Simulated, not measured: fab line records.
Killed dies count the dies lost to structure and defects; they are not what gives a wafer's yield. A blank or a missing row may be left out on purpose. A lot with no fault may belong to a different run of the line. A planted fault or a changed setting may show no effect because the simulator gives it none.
Chamber matching / flow nandHarc / NHARC_A_BONDPAD_STRIP_15 on rieDiel-02: 4 sister chambers
The step strips in O2. 14 wafers are shown with their chamber, then 7 later ones without.

== WAFERS, EACH WITH ITS CHAMBER ==
wafer=L671.2; chamber=0; drypumpMotorCurrentA (A)=5.5; oesProductAu (a.u.)=0.969; rfVppV (V)=57.5
wafer=L671.4; chamber=1; drypumpMotorCurrentA (A)=5.2; oesProductAu (a.u.)=1.005; rfVppV (V)=57.4
wafer=L671.6; chamber=2; drypumpMotorCurrentA (A)=5.3; oesProductAu (a.u.)=1.032; rfVppV (V)=56.9
wafer=L675.3; chamber=0; drypumpMotorCurrentA (A)=5.5; oesProductAu (a.u.)=0.982; rfVppV (V)=59.5
wafer=L675.5; chamber=3; drypumpMotorCurrentA (A)=6.8; oesProductAu (a.u.)=0.976; rfVppV (V)=58.0
wafer=L675.6; chamber=2; drypumpMotorCurrentA (A)=5.2; oesProductAu (a.u.)=1.024; rfVppV (V)=58.2
wafer=L679.3; chamber=3; drypumpMotorCurrentA (A)=6.8; oesProductAu (a.u.)=0.971; rfVppV (V)=57.2
wafer=L679.4; chamber=1; drypumpMotorCurrentA (A)=5.2; oesProductAu (a.u.)=1.014; rfVppV (V)=56.5
wafer=L679.5; chamber=3; drypumpMotorCurrentA (A)=6.7; oesProductAu (a.u.)=0.967; rfVppV (V)=57.5
wafer=L677.1; chamber=2; drypumpMotorCurrentA (A)=5.3; oesProductAu (a.u.)=1.014; rfVppV (V)=56.4
wafer=L677.2; chamber=3; drypumpMotorCurrentA (A)=6.7; oesProductAu (a.u.)=0.973; rfVppV (V)=57.1
wafer=L677.3; chamber=1; drypumpMotorCurrentA (A)=5.2; oesProductAu (a.u.)=0.995; rfVppV (V)=56.5
wafer=L682.1; chamber=2; drypumpMotorCurrentA (A)=5.3; oesProductAu (a.u.)=1.021; rfVppV (V)=57.2
wafer=L682.2; chamber=3; drypumpMotorCurrentA (A)=6.7; oesProductAu (a.u.)=0.966; rfVppV (V)=58.5

SIGNATURES (averages over the wafers above)
reading=drypumpMotorCurrentA; chamber 0=5.500; chamber 1=5.200; chamber 2=5.275; chamber 3=6.740; scatter within a chamber=0.0442
reading=oesProductAu; chamber 0=0.97550; chamber 1=1.00467; chamber 2=1.02275; chamber 3=0.97060; scatter within a chamber=0.00708
reading=rfVppV; chamber 0=58.500; chamber 1=56.800; chamber 2=57.175; chamber 3=57.660; scatter within a chamber=0.751
Rule: a wafer lies at a distance from a chamber equal to the root of the sum of squares, over the readings, of (its reading less the chamber's mean, divided by the reading's scatter). The wafer belongs to the nearest chamber; if the next one is less than 2 further off, it can't be placed. How the scatter is found: for the shown wafers, subtract from each reading the mean of its chamber, square and add these, divide the total by (wafers less chambers), then take the root.

== WAFERS WHOSE CHAMBER IS MISSING ==
wafer=L682.3; drypumpMotorCurrentA (A)=5.5; oesProductAu (a.u.)=0.982; rfVppV (V)=58.4
wafer=L684.1; drypumpMotorCurrentA (A)=5.1; oesProductAu (a.u.)=1.000; rfVppV (V)=57.8
wafer=L684.4; drypumpMotorCurrentA (A)=5.3; oesProductAu (a.u.)=1.015; rfVppV (V)=57.4
wafer=L684.6; drypumpMotorCurrentA (A)=5.2; oesProductAu (a.u.)=1.009; rfVppV (V)=57.5
wafer=L685.1; drypumpMotorCurrentA (A)=5.3; oesProductAu (a.u.)=1.013; rfVppV (V)=56.8
wafer=L685.3; drypumpMotorCurrentA (A)=6.8; oesProductAu (a.u.)=0.982; rfVppV (V)=57.3
wafer=L685.5; drypumpMotorCurrentA (A)=5.3; oesProductAu (a.u.)=1.011; rfVppV (V)=56.1

== CHAMBER TAKEN BY EACH ==
wafer=L682.3; from the rows above=0; in truth=0
wafer=L684.1; from the rows above=1; in truth=1
wafer=L684.4; from the rows above=can't be placed: 2 or 1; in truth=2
wafer=L684.6; from the rows above=can't be placed: 1 or 2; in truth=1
wafer=L685.1; from the rows above=can't be placed: 2 or 1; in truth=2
wafer=L685.3; from the rows above=3; in truth=3
wafer=L685.5; from the rows above=can't be placed: 2 or 1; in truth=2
3 of 7 placed correctly. Can't be placed from these rows: 4 (the true chamber is among the candidates in 4). Wrongly placed: 0.
